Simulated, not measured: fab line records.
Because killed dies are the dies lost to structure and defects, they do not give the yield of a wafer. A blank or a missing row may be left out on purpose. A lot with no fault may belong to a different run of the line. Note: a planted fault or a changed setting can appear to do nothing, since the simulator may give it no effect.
fab line records / flow nand-harc
record: lots: 13 wafers: 39 last-day: 33
route steps=1302 shown THIN_TSV@1250 END@1302
lots that met no fault: from a run of the same line without faults
start-h: hours from the record's first day to the start of the lot's first wafer shown / wait-h: time in hours since the lot's previous step / " same as the row above / L1.1+2: one row covering several wafers at once / - value missing, or start not given / * or withheld: withheld / < > ~ a bound
route shown NAME@n: a module of which the file shows steps, and the number in the route of the first / usual: the fault-free wafers' mean and standard deviation / same: alike in all rows / chamber/n: place in a boat / sites: per-site readings / _std_site: their standard deviation / _edge_site: outer sites' mean less inner sites' / radius-mm: for every site, how far away it sits from the centre of the wafer / mask NAME#n: copy n / behind: the tool/chamber that last shaped the wafer / hold: reason for holding the lot/hours on hold/outcome of the hold / device: the n, p or np transistor that did not switch / end of line: the tests these same wafers got at the end of their route / a step given without rows: its recipe and nothing more / killed: the dies lost at the first sort to structure and to defects; this is not the yield of the wafer / map: dies across one wafer; x = killed, . = not, _ = none there
set.NAME: the setting as run; set.NAME@STEP: as run at that earlier step / model.NAME: the simulator's own value behind a step, which no gauge read
steps of the route over a sample of lots; a table a step, a row a wafer
services: when a tool's chamber went out of use (start-h, in hours from the record's first day, below 0 if earlier), for how many hours, and the reason
== steps ==
step: NHARC_THIN_TSV_DEP_43
recipe: target-thk-a: 13285 temp-c: withheld pressure-torr: 6.5 rf-w: 900 teos-flow-sccm: 161.4 flow-sccm: 2650 target-thk-nm: 1328.5 gas: O2 material: SiO2
usual: throttle-valve-pct: 15.9/0.61
lot.wafer=L851.1 tool=pecvd-01 chamber=2 start-h=540.33 wait-h=- throttle-valve-pct=15.6
lot.wafer=L851.5 tool=pecvd-01 chamber=2 start-h=540.33 wait-h=- throttle-valve-pct=16.0
lot.wafer=L851.6 tool=pecvd-01 chamber=0 start-h=540.33 wait-h=- throttle-valve-pct=16.7
lot.wafer=L853.1 tool=pecvd-02 chamber=0 start-h=547.51 wait-h=- throttle-valve-pct=15.7
lot.wafer=L853.3 tool=pecvd-02 chamber=2 start-h=547.51 wait-h=- throttle-valve-pct=14.9
lot.wafer=L853.6 tool=pecvd-02 chamber=0 start-h=547.51 wait-h=- throttle-valve-pct=16.0
lot.wafer=L852.3 tool=pecvd-01 chamber=1 start-h=562.99 wait-h=- throttle-valve-pct=15.5
lot.wafer=L852.6 tool=pecvd-01 chamber=2 start-h=562.99 wait-h=- throttle-valve-pct=15.7
lot.wafer=L852.4 tool=pecvd-01 chamber=1 start-h=562.99 wait-h=- throttle-valve-pct=15.4
lot.wafer=L854.3 tool=pecvd-04 chamber=2 start-h=570.32 wait-h=- throttle-valve-pct=15.9
lot.wafer=L854.4 tool=pecvd-04 chamber=2 start-h=570.32 wait-h=- throttle-valve-pct=15.9
lot.wafer=L854.6 tool=pecvd-04 chamber=0 start-h=570.32 wait-h=- throttle-valve-pct=15.6
lot.wafer=L856.2 tool=pecvd-04 chamber=0 start-h=579.83 wait-h=- throttle-valve-pct=15.7
lot.wafer=L856.3 tool=pecvd-04 chamber=1 start-h=579.83 wait-h=- throttle-valve-pct=15.5
lot.wafer=L856.6 tool=pecvd-04 chamber=1 start-h=579.83 wait-h=- throttle-valve-pct=15.7
lot.wafer=L858.3 tool=pecvd-02 chamber=2 start-h=617.45 wait-h=- throttle-valve-pct=14.8
lot.wafer=L858.5 tool=pecvd-02 chamber=0 start-h=617.45 wait-h=- throttle-valve-pct=15.6
lot.wafer=L858.6 tool=pecvd-02 chamber=2 start-h=617.45 wait-h=- throttle-valve-pct=15.0
lot.wafer=L857.1 tool=pecvd-01 chamber=2 start-h=631.02 wait-h=- throttle-valve-pct=16.0
lot.wafer=L857.2 tool=pecvd-01 chamber=0 start-h=631.02 wait-h=- throttle-valve-pct=16.7
lot.wafer=L857.4 tool=pecvd-01 chamber=2 start-h=631.02 wait-h=- throttle-valve-pct=15.9
lot.wafer=L859.3 tool=pecvd-02 chamber=0 start-h=635.79 wait-h=- throttle-valve-pct=15.9
lot.wafer=L859.6 tool=pecvd-02 chamber=2 start-h=635.79 wait-h=- throttle-valve-pct=15.0
lot.wafer=L859.5 tool=pecvd-02 chamber=0 start-h=635.79 wait-h=- throttle-valve-pct=15.5
lot.wafer=L861.3 tool=pecvd-02 chamber=0 start-h=645.90 wait-h=- throttle-valve-pct=15.7
lot.wafer=L861.5 tool=pecvd-02 chamber=0 start-h=645.90 wait-h=- throttle-valve-pct=15.9
lot.wafer=L861.6 tool=pecvd-02 chamber=2 start-h=645.90 wait-h=- throttle-valve-pct=15.1
lot.wafer=L867.3 tool=pecvd-02 chamber=0 start-h=711.28 wait-h=- throttle-valve-pct=15.6
lot.wafer=L867.6 tool=pecvd-02 chamber=1 start-h=711.28 wait-h=- throttle-valve-pct=16.7
lot.wafer=L867.4 tool=pecvd-02 chamber=2 start-h=711.28 wait-h=- throttle-valve-pct=15.5
lot.wafer=L873.2 tool=pecvd-01 chamber=2 start-h=769.41 wait-h=- throttle-valve-pct=15.7
lot.wafer=L873.3 tool=pecvd-01 chamber=1 start-h=769.41 wait-h=- throttle-valve-pct=15.5
lot.wafer=L873.5 tool=pecvd-01 chamber=1 start-h=769.41 wait-h=- throttle-valve-pct=15.5
lot.wafer=L874.3 tool=pecvd-04 chamber=0 start-h=770.60 wait-h=- throttle-valve-pct=15.4
lot.wafer=L874.4 tool=pecvd-04 chamber=0 start-h=770.60 wait-h=- throttle-valve-pct=15.2
lot.wafer=L874.5 tool=pecvd-04 chamber=2 start-h=770.60 wait-h=- throttle-valve-pct=15.9
lot.wafer=L872.5 tool=pecvd-04 chamber=1 start-h=771.93 wait-h=- throttle-valve-pct=16.0
lot.wafer=L872.6 tool=pecvd-04 chamber=2 start-h=771.93 wait-h=- throttle-valve-pct=15.9
lot.wafer=L872.4 tool=pecvd-04 chamber=0 start-h=771.93 wait-h=- throttle-valve-pct=15.4
step: NHARC_THIN_TSV_PVD_19
recipe: target-thk-a: 200 chamber-pressure-pa: 5 material: TaN
usual: throttle-valve-pct: 29.9/0.84
lot.wafer=L851.1 tool=pvd-sputter-02 chamber=- start-h=- wait-h=- throttle-valve-pct=30.4
lot.wafer=L851.5 tool=pvd-sputter-02 chamber=- start-h=- wait-h=- throttle-valve-pct=27.4
lot.wafer=L851.6 tool=pvd-sputter-02 chamber=- start-h=- wait-h=- throttle-valve-pct=30.5
lot.wafer=L853.3 tool=pvd-sputter-01 chamber=- start-h=- wait-h=- throttle-valve-pct=29.6
lot.wafer=L853.1 tool=pvd-sputter-01 chamber=- start-h=- wait-h=- throttle-valve-pct=30.2
lot.wafer=L853.6 tool=pvd-sputter-01 chamber=- start-h=- wait-h=- throttle-valve-pct=30.0
lot.wafer=L852.4 tool=pvd-sputter-02 chamber=- start-h=- wait-h=- throttle-valve-pct=30.4
lot.wafer=L852.3 tool=pvd-sputter-02 chamber=- start-h=- wait-h=- throttle-valve-pct=30.3
lot.wafer=L852.6 tool=pvd-sputter-02 chamber=- start-h=- wait-h=- throttle-valve-pct=30.6
lot.wafer=L854.3 tool=pvd-sputter-02 chamber=- start-h=- wait-h=- throttle-valve-pct=30.3
lot.wafer=L854.4 tool=pvd-sputter-02 chamber=- start-h=- wait-h=- throttle-valve-pct=30.4
lot.wafer=L854.6 tool=pvd-sputter-02 chamber=- start-h=- wait-h=- throttle-valve-pct=30.5
lot.wafer=L856.3 tool=pvd-sputter-02 chamber=- start-h=- wait-h=- throttle-valve-pct=30.5
lot.wafer=L856.2 tool=pvd-sputter-02 chamber=- start-h=- wait-h=- throttle-valve-pct=30.3
lot.wafer=L856.6 tool=pvd-sputter-02 chamber=- start-h=- wait-h=- throttle-valve-pct=30.5
lot.wafer=L858.3 tool=pvd-sputter-01 chamber=- start-h=- wait-h=- throttle-valve-pct=29.3
lot.wafer=L858.5 tool=pvd-sputter-01 chamber=- start-h=- wait-h=- throttle-valve-pct=30.5
lot.wafer=L858.6 tool=pvd-sputter-01 chamber=- start-h=- wait-h=- throttle-valve-pct=30.1
lot.wafer=L857.4 tool=pvd-sputter-02 chamber=- start-h=- wait-h=- throttle-valve-pct=30.5
lot.wafer=L857.1 tool=pvd-sputter-02 chamber=- start-h=- wait-h=- throttle-valve-pct=30.3
lot.wafer=L857.2 tool=pvd-sputter-02 chamber=- start-h=- wait-h=- throttle-valve-pct=27.4
lot.wafer=L859.3 tool=pvd-sputter-03 chamber=- start-h=- wait-h=- throttle-valve-pct=31.2
lot.wafer=L859.5 tool=pvd-sputter-03 chamber=- start-h=- wait-h=- throttle-valve-pct=31.1
lot.wafer=L859.6 tool=pvd-sputter-03 chamber=- start-h=- wait-h=- throttle-valve-pct=30.8
lot.wafer=L861.3 tool=pvd-sputter-01 chamber=- start-h=- wait-h=- throttle-valve-pct=27.9
lot.wafer=L861.5 tool=pvd-sputter-01 chamber=- start-h=- wait-h=- throttle-valve-pct=29.8
lot.wafer=L861.6 tool=pvd-sputter-01 chamber=- start-h=- wait-h=- throttle-valve-pct=29.3
lot.wafer=L867.3 tool=pvd-sputter-02 chamber=- start-h=- wait-h=- throttle-valve-pct=29.8
lot.wafer=L867.4 tool=pvd-sputter-02 chamber=- start-h=- wait-h=- throttle-valve-pct=30.2
lot.wafer=L867.6 tool=pvd-sputter-02 chamber=- start-h=- wait-h=- throttle-valve-pct=30.1
lot.wafer=L873.3 tool=pvd-sputter-03 chamber=- start-h=- wait-h=- throttle-valve-pct=30.8
lot.wafer=L873.2 tool=pvd-sputter-03 chamber=- start-h=- wait-h=- throttle-valve-pct=30.0
lot.wafer=L873.5 tool=pvd-sputter-03 chamber=- start-h=- wait-h=- throttle-valve-pct=30.9
lot.wafer=L874.4 tool=pvd-sputter-01 chamber=- start-h=774.58 wait-h=0.1 throttle-valve-pct=30.0
lot.wafer=L874.3 tool=pvd-sputter-01 chamber=- start-h=774.58 wait-h=0.1 throttle-valve-pct=29.7
lot.wafer=L874.5 tool=pvd-sputter-01 chamber=- start-h=774.58 wait-h=0.1 throttle-valve-pct=30.1
lot.wafer=L872.4 tool=pvd-sputter-03 chamber=- start-h=- wait-h=- throttle-valve-pct=30.2
lot.wafer=L872.6 tool=pvd-sputter-03 chamber=- start-h=- wait-h=- throttle-valve-pct=30.5
lot.wafer=L872.5 tool=pvd-sputter-03 chamber=- start-h=- wait-h=- throttle-valve-pct=30.7
step: NHARC_THIN_TSV_PVD_51
recipe: target-thk-a: 1000 chamber-pressure-pa: 5 material: Cu
usual: throttle-valve-pct: 29.9/0.9
lot.wafer=L851.1 tool=pvd-sputter-02 chamber=- start-h=544.20 wait-h=- throttle-valve-pct=28.2
lot.wafer=L851.5 tool=pvd-sputter-02 chamber=- start-h=544.20 wait-h=- throttle-valve-pct=30.7
lot.wafer=L851.6 tool=pvd-sputter-02 chamber=- start-h=544.20 wait-h=- throttle-valve-pct=30.3
lot.wafer=L853.3 tool=pvd-sputter-01 chamber=- start-h=551.26 wait-h=- throttle-valve-pct=29.5
lot.wafer=L853.1 tool=pvd-sputter-01 chamber=- start-h=551.26 wait-h=- throttle-valve-pct=29.9
lot.wafer=L853.6 tool=pvd-sputter-01 chamber=- start-h=551.26 wait-h=- throttle-valve-pct=29.9
lot.wafer=L852.4 tool=pvd-sputter-02 chamber=- start-h=566.79 wait-h=- throttle-valve-pct=30.4
lot.wafer=L852.3 tool=pvd-sputter-02 chamber=- start-h=566.79 wait-h=- throttle-valve-pct=30.5
lot.wafer=L852.6 tool=pvd-sputter-02 chamber=- start-h=566.79 wait-h=- throttle-valve-pct=30.3
lot.wafer=L854.4 tool=pvd-sputter-02 chamber=- start-h=574.12 wait-h=- throttle-valve-pct=30.3
lot.wafer=L854.3 tool=pvd-sputter-02 chamber=- start-h=574.12 wait-h=- throttle-valve-pct=28.1
lot.wafer=L854.6 tool=pvd-sputter-02 chamber=- start-h=574.12 wait-h=- throttle-valve-pct=30.6
lot.wafer=L856.3 tool=pvd-sputter-02 chamber=- start-h=584.01 wait-h=- throttle-valve-pct=30.2
lot.wafer=L856.2 tool=pvd-sputter-02 chamber=- start-h=584.01 wait-h=- throttle-valve-pct=30.6
lot.wafer=L856.6 tool=pvd-sputter-02 chamber=- start-h=584.01 wait-h=- throttle-valve-pct=30.3
lot.wafer=L858.3 tool=pvd-sputter-01 chamber=- start-h=621.31 wait-h=- throttle-valve-pct=29.0
lot.wafer=L858.5 tool=pvd-sputter-01 chamber=- start-h=621.31 wait-h=- throttle-valve-pct=27.7
lot.wafer=L858.6 tool=pvd-sputter-01 chamber=- start-h=621.31 wait-h=- throttle-valve-pct=30.5
lot.wafer=L857.2 tool=pvd-sputter-02 chamber=- start-h=634.85 wait-h=- throttle-valve-pct=30.4
lot.wafer=L857.1 tool=pvd-sputter-02 chamber=- start-h=634.85 wait-h=- throttle-valve-pct=30.5
lot.wafer=L857.4 tool=pvd-sputter-02 chamber=- start-h=634.85 wait-h=- throttle-valve-pct=27.9
lot.wafer=L859.3 tool=pvd-sputter-03 chamber=- start-h=639.56 wait-h=- throttle-valve-pct=29.5
lot.wafer=L859.6 tool=pvd-sputter-03 chamber=- start-h=639.56 wait-h=- throttle-valve-pct=29.5
lot.wafer=L859.5 tool=pvd-sputter-03 chamber=- start-h=639.56 wait-h=- throttle-valve-pct=30.6
lot.wafer=L861.3 tool=pvd-sputter-01 chamber=- start-h=649.71 wait-h=- throttle-valve-pct=29.8
lot.wafer=L861.6 tool=pvd-sputter-01 chamber=- start-h=649.71 wait-h=- throttle-valve-pct=30.1
lot.wafer=L861.5 tool=pvd-sputter-01 chamber=- start-h=649.71 wait-h=- throttle-valve-pct=29.2
lot.wafer=L867.4 tool=pvd-sputter-02 chamber=- start-h=715.16 wait-h=- throttle-valve-pct=28.9
lot.wafer=L867.3 tool=pvd-sputter-02 chamber=- start-h=715.16 wait-h=- throttle-valve-pct=29.7
lot.wafer=L867.6 tool=pvd-sputter-02 chamber=- start-h=715.16 wait-h=- throttle-valve-pct=30.4
lot.wafer=L873.2 tool=pvd-sputter-03 chamber=- start-h=773.33 wait-h=- throttle-valve-pct=30.8
lot.wafer=L873.3 tool=pvd-sputter-03 chamber=- start-h=773.33 wait-h=- throttle-valve-pct=30.2
lot.wafer=L873.5 tool=pvd-sputter-03 chamber=- start-h=773.33 wait-h=- throttle-valve-pct=30.8
lot.wafer=L874.4 tool=pvd-sputter-01 chamber=- start-h=774.87 wait-h=0.3 throttle-valve-pct=29.3
lot.wafer=L874.3 tool=pvd-sputter-01 chamber=- start-h=774.87 wait-h=0.3 throttle-valve-pct=29.5
lot.wafer=L874.5 tool=pvd-sputter-01 chamber=- start-h=774.87 wait-h=0.3 throttle-valve-pct=30.1
lot.wafer=L872.4 tool=pvd-sputter-03 chamber=- start-h=775.60 wait-h=- throttle-valve-pct=30.7
lot.wafer=L872.6 tool=pvd-sputter-03 chamber=- start-h=775.60 wait-h=- throttle-valve-pct=30.9
lot.wafer=L872.5 tool=pvd-sputter-03 chamber=- start-h=775.60 wait-h=- throttle-valve-pct=29.5
step: NHARC_THIN_TSV_CD_MEAS_37
usual: cd-nm: 5000.1/2.5
lot.wafer=L851.1 tool=cd-sem-03 chamber=- start-h=548.48 wait-h=- cd-nm=5001.2
lot.wafer=L851.5 tool=cd-sem-03 chamber=- start-h=548.48 wait-h=- cd-nm=4998.5
lot.wafer=L851.6 tool=cd-sem-03 chamber=- start-h=548.48 wait-h=- cd-nm=5003.1
lot.wafer=L853.1 tool=cd-sem-03 chamber=- start-h=555.59 wait-h=- cd-nm=5007.9
lot.wafer=L853.3 tool=cd-sem-03 chamber=- start-h=555.59 wait-h=- cd-nm=5006.4
lot.wafer=L853.6 tool=cd-sem-03 chamber=- start-h=555.59 wait-h=- cd-nm=4999.5
lot.wafer=L852.3 tool=cd-sem-02 chamber=- start-h=570.99 wait-h=- cd-nm=5001.7
lot.wafer=L852.4 tool=cd-sem-02 chamber=- start-h=570.99 wait-h=- cd-nm=4999.9
lot.wafer=L852.6 tool=cd-sem-02 chamber=- start-h=570.99 wait-h=- cd-nm=5002.3
lot.wafer=L854.3 tool=cd-sem-01 chamber=- start-h=578.30 wait-h=- cd-nm=5004.4
lot.wafer=L854.4 tool=cd-sem-01 chamber=- start-h=578.30 wait-h=- cd-nm=5001.8
lot.wafer=L854.6 tool=cd-sem-01 chamber=- start-h=578.30 wait-h=- cd-nm=5000.2
lot.wafer=L856.2 tool=cd-sem-03 chamber=- start-h=588.35 wait-h=- cd-nm=4994.0
lot.wafer=L856.3 tool=cd-sem-03 chamber=- start-h=588.35 wait-h=- cd-nm=4998.3
lot.wafer=L856.6 tool=cd-sem-03 chamber=- start-h=588.35 wait-h=- cd-nm=4999.5
lot.wafer=L858.3 tool=cd-sem-01 chamber=- start-h=625.52 wait-h=- cd-nm=4996.0
lot.wafer=L858.5 tool=cd-sem-01 chamber=- start-h=625.52 wait-h=- cd-nm=4999.9
lot.wafer=L858.6 tool=cd-sem-01 chamber=- start-h=625.52 wait-h=- cd-nm=4997.3
lot.wafer=L857.1 tool=cd-sem-03 chamber=- start-h=639.13 wait-h=- cd-nm=5002.7
lot.wafer=L857.2 tool=cd-sem-03 chamber=- start-h=639.13 wait-h=- cd-nm=4999.2
lot.wafer=L857.4 tool=cd-sem-03 chamber=- start-h=639.13 wait-h=- cd-nm=5000.6
lot.wafer=L859.3 tool=cd-sem-01 chamber=- start-h=643.87 wait-h=- cd-nm=5001.0
lot.wafer=L859.5 tool=cd-sem-01 chamber=- start-h=643.87 wait-h=- cd-nm=4996.1
lot.wafer=L859.6 tool=cd-sem-01 chamber=- start-h=643.87 wait-h=- cd-nm=5001.8
lot.wafer=L861.3 tool=cd-sem-01 chamber=- start-h=653.93 wait-h=- cd-nm=5002.6
lot.wafer=L861.5 tool=cd-sem-01 chamber=- start-h=653.93 wait-h=- cd-nm=5000.1
lot.wafer=L861.6 tool=cd-sem-01 chamber=- start-h=653.93 wait-h=- cd-nm=4997.7
lot.wafer=L867.3 tool=cd-sem-01 chamber=- start-h=719.50 wait-h=- cd-nm=4998.2
lot.wafer=L867.4 tool=cd-sem-01 chamber=- start-h=719.50 wait-h=- cd-nm=4993.5
lot.wafer=L867.6 tool=cd-sem-01 chamber=- start-h=719.50 wait-h=- cd-nm=4996.6
lot.wafer=L873.2 tool=cd-sem-03 chamber=- start-h=777.64 wait-h=- cd-nm=5001.5
lot.wafer=L873.3 tool=cd-sem-03 chamber=- start-h=777.64 wait-h=- cd-nm=5001.5
lot.wafer=L873.5 tool=cd-sem-03 chamber=- start-h=777.64 wait-h=- cd-nm=4997.3
lot.wafer=L874.3 tool=cd-sem-01 chamber=- start-h=779.06 wait-h=- cd-nm=4999.4
lot.wafer=L874.4 tool=cd-sem-01 chamber=- start-h=779.06 wait-h=- cd-nm=5001.5
lot.wafer=L874.5 tool=cd-sem-01 chamber=- start-h=779.06 wait-h=- cd-nm=4999.9
lot.wafer=L872.4 tool=cd-sem-03 chamber=- start-h=779.85 wait-h=- cd-nm=4999.1
lot.wafer=L872.5 tool=cd-sem-03 chamber=- start-h=779.85 wait-h=- cd-nm=5003.6
lot.wafer=L872.6 tool=cd-sem-03 chamber=- start-h=779.85 wait-h=- cd-nm=5002.8
step: NHARC_END_SORT_01
recipe: temp-c: 25
usual: defect-limited-yield: 91.6/2.5 killed-at-array: 52/18 killed-at-other: 1.2/1.5 killed-at-periphery: 4/3.2 killed-dies: 57/17 killed-open: 3.1/1.9 killed-short: 2.5/1.7 sort_bin_2_pct: 3.0/1.1 sort_bin_3_pct: 0.6/0.36 sort_bin_4_pct: 4.9/1.5 sort-n-pass: 620/17 sort-rim-yield-pct: 91/3.8 sort-yield-pct: 91.6/2.5
same: gross-dies: 677 sort_bin_5_pct[%]: 0 sort_bin_6_pct[%]: 0 sort_bin_7_pct[%]: 0 sort_bin_8_pct[%]: 0 sort-rim-n-gross: 106.00
lot.wafer=L851.1 tool=prober-02 chamber=0 start-h=554.74 wait-h=2.4 defect-limited-yield[%]=92.3 killed-at-array=48 killed-at-other=3 killed-at-periphery=1 killed-dies=52 killed-open=1 killed-short=8 sort_bin_2_pct[%]=2.7 sort_bin_3_pct[%]=0.6 sort_bin_4_pct[%]=4.4 sort-n-pass=625 sort-rim-yield-pct[%]=94 sort-yield-pct[%]=92.3
lot.wafer=L851.5 tool=prober-02 chamber=0 start-h=557.94 wait-h=3.7 defect-limited-yield[%]=92.6 killed-at-array=45 killed-at-other=5 killed-at-periphery=0 killed-dies=50 killed-open=2 killed-short=2 sort_bin_2_pct[%]=2.8 sort_bin_3_pct[%]=0.4 sort_bin_4_pct[%]=4.1 sort-n-pass=627 sort-rim-yield-pct[%]=91 sort-yield-pct[%]=92.6
lot.wafer=L851.6 tool=prober-02 chamber=0 start-h=558.74 wait-h=4.0 defect-limited-yield[%]=94.1 killed-at-array=34 killed-at-other=5 killed-at-periphery=1 killed-dies=40 killed-open=3 killed-short=6 sort_bin_2_pct[%]=1.9 sort_bin_3_pct[%]=0.7 sort_bin_4_pct[%]=3.2 sort-n-pass=637 sort-rim-yield-pct[%]=89 sort-yield-pct[%]=94.1
lot.wafer=L857.1 tool=prober-01 chamber=0 start-h=647.34 wait-h=2.5 defect-limited-yield[%]=89.8 killed-at-array=67 killed-at-other=0 killed-at-periphery=2 killed-dies=69 killed-open=1 killed-short=1 sort_bin_2_pct[%]=4.3 sort_bin_3_pct[%]=1.3 sort_bin_4_pct[%]=4.6 sort-n-pass=608 sort-rim-yield-pct[%]=90 sort-yield-pct[%]=89.8
lot.wafer=L857.2 tool=prober-01 chamber=0 start-h=648.16 wait-h=2.8 defect-limited-yield[%]=88.8 killed-at-array=71 killed-at-other=1 killed-at-periphery=4 killed-dies=76 killed-open=4 killed-short=2 sort_bin_2_pct[%]=4.3 sort_bin_3_pct[%]=1.0 sort_bin_4_pct[%]=5.9 sort-n-pass=601 sort-rim-yield-pct[%]=91 sort-yield-pct[%]=88.8
lot.wafer=L857.4 tool=prober-01 chamber=0 start-h=649.79 wait-h=3.4 defect-limited-yield[%]=91.3 killed-at-array=58 killed-at-other=0 killed-at-periphery=1 killed-dies=59 killed-open=2 killed-short=1 sort_bin_2_pct[%]=3.2 sort_bin_3_pct[%]=0.6 sort_bin_4_pct[%]=4.9 sort-n-pass=618 sort-rim-yield-pct[%]=87 sort-yield-pct[%]=91.3
lot.wafer=L867.3 tool=prober-02 chamber=0 start-h=728.70 wait-h=3.1 defect-limited-yield[%]=88.9 killed-at-array=73 killed-at-other=0 killed-at-periphery=2 killed-dies=75 killed-open=5 killed-short=6 sort_bin_2_pct[%]=3.5 sort_bin_3_pct[%]=1.0 sort_bin_4_pct[%]=6.5 sort-n-pass=602 sort-rim-yield-pct[%]=93 sort-yield-pct[%]=88.9
lot.wafer=L867.4 tool=prober-02 chamber=0 start-h=729.49 wait-h=3.4 defect-limited-yield[%]=0 killed-at-array=51 killed-at-other=624 killed-at-periphery=2 killed-dies=677 killed-open=3 killed-short=0 sort_bin_2_pct[%]=93.8 sort_bin_3_pct[%]=0.4 sort_bin_4_pct[%]=5.8 sort-n-pass=0 sort-rim-yield-pct[%]=0 sort-yield-pct[%]=0
lot.wafer=L867.6 tool=prober-02 chamber=0 start-h=731.09 wait-h=4.0 defect-limited-yield[%]=93.2 killed-at-array=41 killed-at-other=4 killed-at-periphery=1 killed-dies=46 killed-open=6 killed-short=3 sort_bin_2_pct[%]=2.5 sort_bin_3_pct[%]=0.3 sort_bin_4_pct[%]=4.0 sort-n-pass=631 sort-rim-yield-pct[%]=90 sort-yield-pct[%]=93.2
killed by level:class
L851.1 A_CHANNEL_HOLE_D1:chamber-film-flake=32 A_CHANNEL_HOLE_D2:chamber-film-flake=5 A_CHANNEL_FILL_D2:geometric-particle:short=3 A_SGD_CUT:geometric-particle:short=2 THIN_TSV:chamber-film-flake=2 A_ONON_D1:geometric-particle:short=1 A_CHANNEL_FILL_D1:geometric-particle:short=1 A_SGD_CUT:geometric-particle:open=1
L851.5 A_CHANNEL_HOLE_D1:chamber-film-flake=31 A_CHANNEL_HOLE_D2:chamber-film-flake=7 THIN_TSV:chamber-film-flake=5 A_CHANNEL_FILL_D1:geometric-particle:short=2 A_CHANNEL_HOLE_D2:geometric-particle:open=1 A_SGD_CUT:geometric-particle:open=1 A_CHANNEL_FILL_D1:chamber-film-flake=1 A_STAIRCASE:chamber-film-flake=1
L851.6 A_CHANNEL_HOLE_D1:chamber-film-flake=18 THIN_TSV:chamber-film-flake=5 A_CHANNEL_HOLE_D2:chamber-film-flake=5 A_CHANNEL_FILL_D2:geometric-particle:short=3 A_STAIRCASE:chamber-film-flake=2 P_GATE:geometric-particle:open=1 A_CHANNEL_FILL_D1:geometric-particle:short=1 A_DECK1_JOINT:geometric-particle:short=1
L857.1 A_CHANNEL_HOLE_D1:chamber-film-flake=31 A_SLIT:chamber-film-flake=20 A_CHANNEL_HOLE_D2:chamber-film-flake=10 A_CONTACT:chamber-film-flake=3 P_CONTACT:geometric-particle:open=1 A_CHANNEL_FILL_D2:geometric-particle:short=1 P_ZERO_WELL:chamber-film-flake=1 A_DECK1_JOINT:chamber-film-flake=1
L857.2 A_SLIT:chamber-film-flake=36 A_CHANNEL_HOLE_D1:chamber-film-flake=20 A_CHANNEL_HOLE_D2:chamber-film-flake=10 A_STAIRCASE:chamber-film-flake=2 A_CONTACT:chamber-film-flake=2 P_GATE:geometric-particle:open=1 P_CONTACT:geometric-particle:open=1 P_M0:geometric-particle:open=1
L857.4 A_SLIT:chamber-film-flake=27 A_CHANNEL_HOLE_D1:chamber-film-flake=16 A_CHANNEL_HOLE_D2:chamber-film-flake=8 A_STAIRCASE:chamber-film-flake=2 A_CONTACT:chamber-film-flake=2 P_GATE:geometric-particle:open=1 A_ONON_D1:geometric-particle:open=1 A_WL_FILL:geometric-particle:short=1
L867.3 A_SLIT:chamber-film-flake=40 A_CHANNEL_HOLE_D1:chamber-film-flake=18 A_WL_FILL:geometric-particle:open=3 A_ONON_D1:geometric-particle:short=2 A_STAIRCASE:chamber-film-flake=2 P_GATE:geometric-particle:short=1 A_ONON_D1:geometric-particle:open=1 A_CHANNEL_FILL_D1:geometric-particle:short=1
L867.4 THIN_TSV:area-pvd=619 A_SLIT:chamber-film-flake=29 A_CHANNEL_HOLE_D1:chamber-film-flake=13 THIN_TSV:chamber-film-flake=5 A_CONTACT:chamber-film-flake=4 A_STAIRCASE:chamber-film-flake=3 P_M2:geometric-particle:open=1 A_DECK1_JOINT:geometric-particle:open=1
L867.6 A_SLIT:chamber-film-flake=24 A_CHANNEL_HOLE_D1:chamber-film-flake=5 THIN_TSV:chamber-film-flake=4 A_WL_FILL:geometric-particle:open=3 A_CONTACT:chamber-film-flake=2 P_GATE:geometric-particle:open=1 A_ONON_D1:geometric-particle:open=1 A_DECK1_JOINT:geometric-particle:short=1
== services ==
tool=pvd-sputter-02 chamber=- start-h=516.81 hours=4.4 kind=repair
tool=pecvd-02 chamber=- start-h=516.82 hours=0.7 kind=repair
tool=pvd-sputter-03 chamber=- start-h=527.66 hours=10.0 kind=pm
tool=pvd-sputter-03 chamber=- start-h=550.24 hours=2.5 kind=repair
tool=pvd-sputter-01 chamber=- start-h=582.00 hours=10.0 kind=pm
tool=pecvd-02 chamber=- start-h=589.29 hours=13.0 kind=pm
tool=pecvd-02 chamber=0 start-h=589.29 hours=19.8 kind=vent-cycle
tool=pecvd-02 chamber=1 start-h=589.29 hours=13.0 kind=vent-cycle
tool=pecvd-02 chamber=2 start-h=589.29 hours=13.0 kind=vent-cycle
tool=pecvd-02 chamber=1 start-h=602.29 hours=- kind=clean
tool=pecvd-02 chamber=2 start-h=602.29 hours=- kind=clean
tool=pvd-sputter-01 chamber=- start-h=626.25 hours=14.6 kind=repair
tool=pecvd-04 chamber=- start-h=631.00 hours=13.0 kind=pm
tool=pvd-sputter-03 chamber=- start-h=636.28 hours=0.8 kind=repair
tool=pvd-sputter-02 chamber=- start-h=638.00 hours=10.0 kind=pm
tool=pecvd-01 chamber=- start-h=674.73 hours=13.0 kind=pm
tool=pvd-sputter-03 chamber=- start-h=705.66 hours=10.0 kind=pm
tool=pvd-sputter-01 chamber=- start-h=760.00 hours=10.0 kind=pm
tool=pvd-sputter-03 chamber=- start-h=762.49 hours=6.0 kind=repair
tool=pvd-sputter-02 chamber=- start-h=765.53 hours=5.5 kind=repair
tool=pecvd-02 chamber=- start-h=770.35 hours=13.0 kind=pm
tool=pecvd-02 chamber=0 start-h=770.35 hours=13.0 kind=vent-cycle
tool=pecvd-02 chamber=1 start-h=770.35 hours=13.0 kind=vent-cycle
tool=pecvd-02 chamber=2 start-h=770.35 hours=13.0 kind=vent-cycle
== key ==
first-sign: step: NHARC_END_SORT_01 reading: killed-at-other direction: up sigmas: 99+ usual: 1.2 struck: 624
effect: step: NHARC_END_SORT_01 reading: sort_bin_2_pct direction: up sigmas: 84 usual: 3.0 struck: 93.8
more-kills-born-at: NHARC_THIN_TSV_PVD_51@pvd-sputter-02: 619
met-at NHARC_THIN_TSV_PVD_51
struck-lots L867
struck-wafers L867.4
later-rows-left-out L867.4
not-acting-at NHARC_THIN_TSV_DEP_43,NHARC_THIN_TSV_PVD_19,NHARC_THIN_TSV_CD_MEAS_37
onset-between 634.85 715.16
fault: kind: process-parameter-drift tool: pvd-sputter-02 chamber: - onset-h: 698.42 steps: NHARC_THIN_TSV_PVD_51 channel: target-thk-a offset: * shape: step end-h: 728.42 acts-in: * stated: * scope: struck-wafers-only
later-rows-left-out: the simulator's readings of these wafers behind a module that went badly wrong aren't trusted and aren't shown, but for the sort
